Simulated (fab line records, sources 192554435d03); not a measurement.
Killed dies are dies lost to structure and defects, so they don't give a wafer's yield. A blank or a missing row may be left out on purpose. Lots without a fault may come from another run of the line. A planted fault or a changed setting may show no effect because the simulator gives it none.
Split-lot experiment | flow n5_finfet | 7 lots, 21 wafers read, on a route of 1938 steps

THE SPLIT
At N5_BEOL_M11_COAT_59 (time 60 s, resist thk 100 nm), the setting spin_rpm was moved away from the recipe's 1500 rpm on 6 of the 21 wafers read, by -10.6% to +5.9%. The other wafers ran this setting at the recipe's value.

FROM THE SPLIT TO THE READING: what the file shows between them, 7 steps
- N5_BEOL_M11_COAT_60: time 60 s, resist thk 30 nm
- N5_BEOL_M11_COAT_05: resist thk 90 nm
- N5_BEOL_M11_DESCUM_16: chemistry O2, time 7.9 s
- N5_BEOL_M11_ETCH_61: etches SiARC in CF4, target depth 39 nm, time 65 s
- N5_BEOL_M11_ETCH_62: etches SOC in N2/H2, target depth 110 nm, overetch 22 nm, time 165 s
- N5_BEOL_M11_STRIP_68: strips in N2/H2
- N5_BEOL_M11_STRIP_67: strips in CF4

THE READING
SOC_of_BEOL_M11_COAT_59.thk_nm (the simulator's own value, which no gauge read), in nm, at N5_BEOL_M11_HM_OPEN_17 (chemistry Cl2/BCl3, target TiN, target depth 20 nm, overetch 6 nm). The file gives no usual value for it. The 15 wafers here that ran the recipe average 92.1 nm, standard deviation 0.23 nm.

wafer  | tool, chamber at the split | spin_rpm as run, rpm | against the recipe | SOC_of_BEOL_M11_COAT_59.thk_nm, nm | against lot-mates on the recipe
L079.1 | litho_track-04, 0          | 1500                 | recipe             | 91.8                               | -
L079.5 | litho_track-04, 0          | 1500                 | recipe             | 92.2                               | -
L079.6 | litho_track-04, 0          | 1500                 | recipe             | 92                                 | -
L084.4 | litho_track-01, 0          | 1500                 | recipe             | 92.6                               | -
L084.5 | litho_track-01, 0          | 1500                 | recipe             | 92.4                               | -
L084.6 | litho_track-01, 0          | 1341                 | -10.6%             | 98                                 | +5.5
L087.2 | litho_track-01, 0          | 1589                 | +5.9%              | 89.4                               | no lot-mate on the recipe
L087.5 | litho_track-01, 0          | 1589                 | +5.9%              | 89.4                               | no lot-mate on the recipe
L087.4 | litho_track-01, 0          | 1589                 | +5.9%              | 89.2                               | no lot-mate on the recipe
L089.1 | litho_track-05, 0          | 1500                 | recipe             | 92.2                               | -
L089.3 | litho_track-05, 0          | 1568                 | +4.5%              | 89.8                               | -2.4
L089.6 | litho_track-05, 0          | 1568                 | +4.5%              | 90                                 | -2.2
L091.3 | litho_track-05, 0          | 1500                 | recipe             | 91.8                               | -
L091.4 | litho_track-05, 0          | 1500                 | recipe             | 91.8                               | -
L091.6 | litho_track-05, 0          | 1500                 | recipe             | 92.2                               | -
L093.3 | litho_track-01, 0          | 1500                 | recipe             | 92.2                               | -
L093.5 | litho_track-01, 0          | 1500                 | recipe             | 92.2                               | -
L093.6 | litho_track-01, 0          | 1500                 | recipe             | 92                                 | -
L092.2 | litho_track-05, 0          | 1500                 | recipe             | 92.4                               | -
L092.4 | litho_track-05, 0          | 1500                 | recipe             | 92                                 | -
L092.6 | litho_track-05, 0          | 1500                 | recipe             | 92.2                               | -

THE FIT
A straight line over all 21 wafers: SOC_of_BEOL_M11_COAT_59.thk_nm changes by -0.515 nm for each +1% of spin_rpm; r = -0.99; the points scatter about the line by 0.24 nm.
The same after taking each lot's own level away (the mean of its wafers on the recipe; 18 wafers): -0.516 nm for each +1%; r = -1.00; scatter 0.15 nm.
On that fit, the largest move of spin_rpm shifts the reading by 5.5 nm.
The lots' own levels span 91.93 to 92.50 nm, that is 2.5 times the standard deviation above.
So the lot-to-lot level changes the slope little: the two slopes agree.
Check: with one of the wafers moved furthest among these (-10.6%) left out of the fit, the line predicts +5.38 nm for it against its lot-mates. It came out at +5.5 nm against them.

OTHER SPLITS ON THESE WAFERS
These wafers also went through other splits before the reading. Each is held against what the fit with the lots' levels taken away leaves over:
other split on the same wafers | wafers away from the commonest value | r with SOC_of_BEOL_M11_COAT_59.thk_nm (lot level and that fit taken away)
N5_BEOL_M11_ILD_DEP_00 time_s  | 10                                   | +0.08

THE WHOLE CHAIN: every reading that the file lists as answering this split, in the file's order
step                   | what it does                                                         | reading                                                                         | change (the file's fit)               | r (the file's)
N5_BEOL_M11_COAT_59    | time 60 s, resist thk 100 nm                                         | SOC_of_BEOL_M11_COAT_59.thk_nm (the simulator's own value, which no gauge read) | -0.51 nm for each +1% of the setting  | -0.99
N5_BEOL_M11_ETCH_62    | etches SOC in N2/H2, target depth 110 nm, overetch 22 nm, time 165 s | etch.depth_nm (the simulator's own value, which no gauge read)                  | -0.509 nm for each +1% of the setting | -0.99
N5_BEOL_M11_HM_OPEN_17 | chemistry Cl2/BCl3, target TiN, target depth 20 nm, overetch 6 nm    | SOC_of_BEOL_M11_COAT_59.thk_nm (the simulator's own value, which no gauge read) | -0.517 nm for each +1% of the setting | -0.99

THE FILE'S OWN FIT
SOC_of_BEOL_M11_COAT_59.thk_nm changes by -0.517 nm for each +1% of spin_rpm, r = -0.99.
